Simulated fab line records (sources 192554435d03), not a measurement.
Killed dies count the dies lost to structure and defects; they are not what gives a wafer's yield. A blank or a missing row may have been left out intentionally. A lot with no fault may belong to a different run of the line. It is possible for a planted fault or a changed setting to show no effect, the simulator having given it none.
Chamber matching :: flow n5Finfet :: 4 sister chambers for N5_STI_FIN_REVEAL_CMP_04 on cmp-02
The step polishes, stops on Si3N4, t overpolish 4 s, target thk 131.83 nm. 8 wafers are shown with their chamber, then 9 later ones without.

EACH WAFER AND ITS CHAMBER
wafer: L084.1
chamber: 0
motorCurrentA (A): 7.9
timeToEndpointS (s): 103

wafer: L084.2
chamber: 1
motorCurrentA (A): 8.1
timeToEndpointS (s): 102

wafer: L089.2
chamber: 2
motorCurrentA (A): 7.6
timeToEndpointS (s): 100

wafer: L089.4
chamber: 1
motorCurrentA (A): 8.1
timeToEndpointS (s): 97

wafer: L089.5
chamber: 3
motorCurrentA (A): 7.1
timeToEndpointS (s): 101

wafer: L090.1
chamber: 3
motorCurrentA (A): 7.3
timeToEndpointS (s): 103

wafer: L090.4
chamber: 2
motorCurrentA (A): 7.8
timeToEndpointS (s): 106

wafer: L090.5
chamber: 0
motorCurrentA (A): 7.9
timeToEndpointS (s): 105

WAFERS MISSING THEIR CHAMBER
wafer: L093.1
motorCurrentA (A): 7.7
timeToEndpointS (s): 104

wafer: L093.3
motorCurrentA (A): 8.1
timeToEndpointS (s): 107

wafer: L093.5
motorCurrentA (A): 7.5
timeToEndpointS (s): 104

wafer: L095.1
motorCurrentA (A): 8.1
timeToEndpointS (s): 102

wafer: L095.2
motorCurrentA (A): 7.1
timeToEndpointS (s): 112

wafer: L095.4
motorCurrentA (A): 7.8
timeToEndpointS (s): 107

wafer: L096.1
motorCurrentA (A): 8.0
timeToEndpointS (s): 101

wafer: L096.2
motorCurrentA (A): 7.6
timeToEndpointS (s): 102

wafer: L096.3
motorCurrentA (A): 8.0
timeToEndpointS (s): 106

WHICH CHAMBER EACH WENT THROUGH
wafer: L093.1
from the rows above: can't be placed: 2 or 0
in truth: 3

wafer: L093.3
from the rows above: can't be placed: 0 or 1 or 2
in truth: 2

wafer: L093.5
from the rows above: can't be placed: 2 or 3 or 0
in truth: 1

wafer: L095.1
from the rows above: can't be placed: 1 or 0
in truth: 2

wafer: L095.2
from the rows above: 3
in truth: 3

wafer: L095.4
from the rows above: can't be placed: 0 or 2
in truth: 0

wafer: L096.1
from the rows above: can't be placed: 1 or 0 or 2
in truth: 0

wafer: L096.2
from the rows above: 2
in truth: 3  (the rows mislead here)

wafer: L096.3
from the rows above: can't be placed: 0 or 1 or 2
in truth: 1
Correct placement for 1 of the 9. Unplaceable from these rows: 7, with the true chamber sitting among the candidates in 4. Number placed wrongly: 1.
How it was worked out, from the rows above alone: a wafer's distance from a chamber is the root of the sum, over the readings, of the square of ((its reading less the chamber's mean) divided by the reading's scatter). If the next closest chamber is less than 2 further off than the closest, the wafer can't be placed; otherwise it belongs to the closest. Each chamber's mean is taken over the wafers shown for it. The scatter: take each reading less its chamber's mean, square it, sum over the shown wafers, divide by the number of wafers less the number of chambers, and take the root.
